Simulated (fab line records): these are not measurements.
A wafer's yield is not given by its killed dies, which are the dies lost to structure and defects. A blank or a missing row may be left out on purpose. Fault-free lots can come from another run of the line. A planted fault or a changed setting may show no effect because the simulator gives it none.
Comparing a struck lot with a sound one :: flow nandHarc :: 18 out of 1302 route steps
Sound: the wafers L924.1, L924.2, L924.4. Wafers L925.1, L925.3, L925.6 were the ones struck. The cause comes at the end.
At each step with rows: each side's tool, then ch and its chambers, then its first start. Under that, the readings that differ: sound wafers :: struck wafers :: difference of the means :: sigmas: that difference in standard deviations of wafers without a fault.
alike: a reading whose means differ by less than 2 such deviations, as well as words and numbers matching on both sides. not compared: withheld readings; readings where some wafer has no value; bounds like >300 that might hide an equal value; numbers whose values overlap and for which the record gives no deviation.
The two part at a step that has a row with sigmas, a row that says differs or no value, or rows on one side only. Numbers that have no deviation but don't overlap get no sigmas and don't part them. A reading missing from all wafers of one side parts the sides only when that side holds two or more wafers.

NHARC_A_M0_OVL_MEAS_10: pitch 160 nm.
  sound on overlay-01, day 26 01:19; struck on overlay-02, day 26 14:34
  alike: overlayXNm, overlayYNm
NHARC_A_M0_INSPECT_11:
  sound on defectInspect-01, day 26 01:21; struck on defectInspect-01, day 26 14:36
reading: rawDefectCount
sound: 133 126 133
struck: 48 44 42
difference: -86
sigmas: -2
then, 1 step without rows for these wafers: NHARC_A_M0_DESCUM_14 (chemistry O2, time 3 s).
NHARC_A_M0_ETCH_34: etches the open film in N2/H2, target depth 40 nm, overetch 12 nm, time 43.94 s.
  sound on rieDiel-05 ch 0,2,3, day 26 01:31; struck on rieDiel-07 ch 2,3, day 26 14:45
  alike: drypumpMotorCurrentA, oesProductAu, rfVppV, showerheadPlenumPTorr, throttleValvePct
  not compared: rfHoursCounterH
NHARC_A_M0_ETCH_15: etches the open film in C4F8/Ar, target depth 150 nm, overetch 15 nm, time 82.5 s.
  sound on rieDiel-05 ch 0,1,2; struck on rieDiel-07 ch 0,1,3
  alike: oesProductAu, rfVppV
  not compared: rfHoursCounterH
NHARC_A_M0_CD_MEAS_16:
  sound on cdSem-02, day 26 01:43; struck on cdSem-03, day 26 14:58
  alike: cdNm
NHARC_A_M0_STRIP_18: strips in N2/H2.
  sound on rieDiel-05 ch 0,1,2, day 26 01:47; struck on rieDiel-10 ch 2,3, day 26 15:02
  alike: drypumpMotorCurrentA, oesProductAu, rfVppV, showerheadPlenumPTorr, throttleValvePct
  not compared: rfHoursCounterH
then, 3 steps without rows for these wafers: NHARC_A_M0_STRIP_19 (strips in post etch residue remover, time 600 s); NHARC_A_M0_DEGAS_28 (time 60 s); NHARC_A_M0_PRE_CLEAN_29 (time 30 s).
NHARC_A_M0_PVD_20: deposits TaN, target thk 5 nm, time 8.06 s.
  sound on pvdSputter-02; struck on pvdSputter-03
  alike: throttleValvePct
then, 1 step without rows for these wafers: NHARC_A_M0_PVD_21 (deposits Cu, target thk 30 nm, time 20.49 s).
NHARC_A_M0_ECD_22: material Cu, target thk 400 nm.
  sound on ecdCu-01 ch 0,1, day 26 02:41; struck on ecdCu-02 ch 0,1, day 26 15:59
  no value came back on the struck wafers for bathHeatDutyPct (%), bathTempC (C); on the sound wafers bathHeatDutyPct (%) reads 5.8 7.0 6.5
NHARC_A_M0_ANNEAL_30: time 90 s.
  sound on rtpAnneal-02 ch 0, day 26 03:04; struck on rtpAnneal-02 ch 0, day 26 16:19
  alike: wafer_temp_C_max
NHARC_A_M0_CMP_23: polishes, t overpolish 20 s, target thk 113.75 nm.
  sound on cmp-03 ch 0,1,2, day 26 03:27; struck on cmp-03 ch 0,1,2, day 26 16:39
reading: timeToEndpointS (s)
sound: 25 26 28
struck: 3 1 1
difference: -25
sigmas: -8
  alike: motorCurrentA
NHARC_A_M0_THK_MEAS_24: measures by xrf.
  sound on filmMetro-01, day 26 03:46; struck on filmMetro-01, day 26 16:58
reading: thkNm (nm)
sound: 110.7 112.8 113.4
struck: 29.0 28.7 29.5
difference: -83.2
sigmas: -52
following that, these wafers have no rows for 1 step: NHARC_A_M0_SRD_25.
NHARC_END_SORT_01:
  at this point the record logs the struck wafers (prober-01 ch 0, day 28 04:53) and has no rows for the sound ones

WHERE THEY PART
First at NHARC_A_M0_INSPECT_11; last, within this record, at NHARC_END_SORT_01.

WHY: what had been put in by the simulator
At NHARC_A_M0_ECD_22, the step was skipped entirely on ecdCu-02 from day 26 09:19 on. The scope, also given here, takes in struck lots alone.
